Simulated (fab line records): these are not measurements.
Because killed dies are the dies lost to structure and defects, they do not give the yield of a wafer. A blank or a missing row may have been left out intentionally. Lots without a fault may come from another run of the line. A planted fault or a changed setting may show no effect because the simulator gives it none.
Matching of chambers ; flow nand harc ; rie diel-05 running NHARC_A_BONDPAD_ETCH_34: 4 sister chambers
The step etches the open film in N2/H2, target depth 60 nm, overetch 18 nm, time 65.91 s. 18 wafers are shown with their chamber, then 9 later ones without.

WAFERS PAIRED WITH THEIR CHAMBERS
wafer;chamber;drypump motor current A (A);rf vpp V (V);oes product au (a.u.)
L750.1;1;6.2;430.9;1.006
L750.3;0;5.8;434.9;0.997
L750.6;3;5.8;427.9;0.990
L751.2;3;5.8;429.3;0.990
L751.4;0;5.8;435.3;1.007
L751.6;1;6.1;430.4;0.992
L755.2;1;6.1;428.9;1.016
L755.5;1;6.1;430.9;1.007
L755.6;0;5.8;432.8;0.998
L756.1;1;6.2;431.2;1.009
L756.4;2;5.3;429.9;1.012
L756.6;1;6.1;431.2;1.009
L760.1;3;5.8;429.5;0.990
L760.3;0;5.8;434.0;0.992
L760.6;1;6.1;430.9;1.011
L758.1;3;5.8;427.9;0.994
L758.2;0;5.8;433.2;0.999
L758.3;2;5.3;429.9;1.018

SIGNATURES (averages over the wafers above)
reading;chamber 0;chamber 1;chamber 2;chamber 3;scatter within a chamber
drypump motor current A;5.800;6.129;5.300;5.800;0.0319
rf vpp V;434.040;430.629;429.900;428.650;0.877
oes product au;0.99860;1.00714;1.01500;0.99100;0.00584
Rule: a wafer's distance from a chamber is the root of the sum, over the readings, of the square of ((its reading less the chamber's mean) divided by the reading's scatter). If the next closest chamber is less than 2 further off than the closest, the wafer can't be placed; otherwise it belongs to the closest. The scatter: the root of (the sum of the squares of (reading less its chamber's mean) over the shown wafers, divided by (wafers less chambers)).

WAFERS MISSING THEIR CHAMBER
wafer;drypump motor current A (A);rf vpp V (V);oes product au (a.u.)
L761.1;5.8;435.4;1.001
L761.4;5.3;429.8;1.008
L761.6;5.7;430.0;0.995
L771.1;6.2;432.6;0.995
L771.5;5.8;429.2;0.990
L771.6;5.3;429.6;0.994
L770.1;5.8;434.2;0.989
L770.2;5.8;430.4;0.995
L770.3;6.1;430.5;1.002

EACH ONE'S CHAMBER
wafer;from the rows above;in truth
L761.1;0;0
L761.4;2;2
L761.6;3;3
L771.1;1;1
L771.5;3;3
L771.6;2;2
L770.1;0;0
L770.2;3;3
L770.3;1;1
Placed correctly: 9 of 9. Can't be placed from these rows: 0. Placed wrongly: 0.
